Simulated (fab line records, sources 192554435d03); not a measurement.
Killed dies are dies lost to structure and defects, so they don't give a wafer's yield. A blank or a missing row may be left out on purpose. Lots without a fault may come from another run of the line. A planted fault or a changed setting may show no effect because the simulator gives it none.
Chamber matching | flow n5_finfet | N5_FIN_CUT_ETCH_20 on rie_diel-06: 4 sister chambers
The step etches SiARC in CF4, target depth 26 nm, time 43.3 s. 8 wafers are shown with their chamber, then 11 later ones without.

WAFERS WITH THEIR CHAMBER
wafer  | chamber | throttle_valve_pct (%) | drypump_motor_current_A (A)
L085.3 | 0       | 15.72                  | 5.8
L085.4 | 2       | 15.60                  | 5.5
L085.5 | 1       | 15.20                  | 5.6
L085.6 | 2       | 15.62                  | 5.5
L087.1 | 0       | 15.72                  | 5.8
L087.2 | 1       | 15.21                  | 5.5
L087.6 | 3       | 15.89                  | 6.1
L088.1 | 3       | 15.89                  | 6.0

WAFERS WITHOUT THEIR CHAMBER
wafer  | throttle_valve_pct (%) | drypump_motor_current_A (A)
L088.2 | 15.71                  | 5.8
L088.3 | 15.63                  | 5.6
L088.4 | 15.21                  | 5.5
L088.5 | 15.89                  | 6.0
L088.6 | 15.62                  | 5.5
L097.1 | 15.24                  | 5.5
L097.2 | 15.65                  | 5.5
L097.3 | 15.76                  | 5.8
L097.4 | 15.24                  | 5.5
L097.5 | 15.65                  | 5.5
L097.6 | 15.77                  | 5.8

WHICH CHAMBER EACH WENT THROUGH
wafer  | from the rows above | in truth
L088.2 | 0                   | 0
L088.3 | 2                   | 2
L088.4 | 1                   | 1
L088.5 | 3                   | 3
L088.6 | 2                   | 2
L097.1 | 1                   | 1
L097.2 | 2                   | 2
L097.3 | 0                   | 0
L097.4 | 1                   | 1
L097.5 | 2                   | 2
L097.6 | 0                   | 0
Placed correctly: 11 of 11. Can't be placed from these rows: 0. Placed wrongly: 0.
How it was worked out, from the rows above alone: a wafer's distance from a chamber is the root of the sum, over the readings, of the square of ((its reading less the chamber's mean) divided by the reading's scatter). The wafer belongs to the nearest chamber; if the next one is less than 2 further off, it can't be placed. A chamber's mean is the mean of its shown wafers. The scatter: the root of (the sum of the squares of (reading less its chamber's mean) over the shown wafers, divided by (wafers less chambers)).
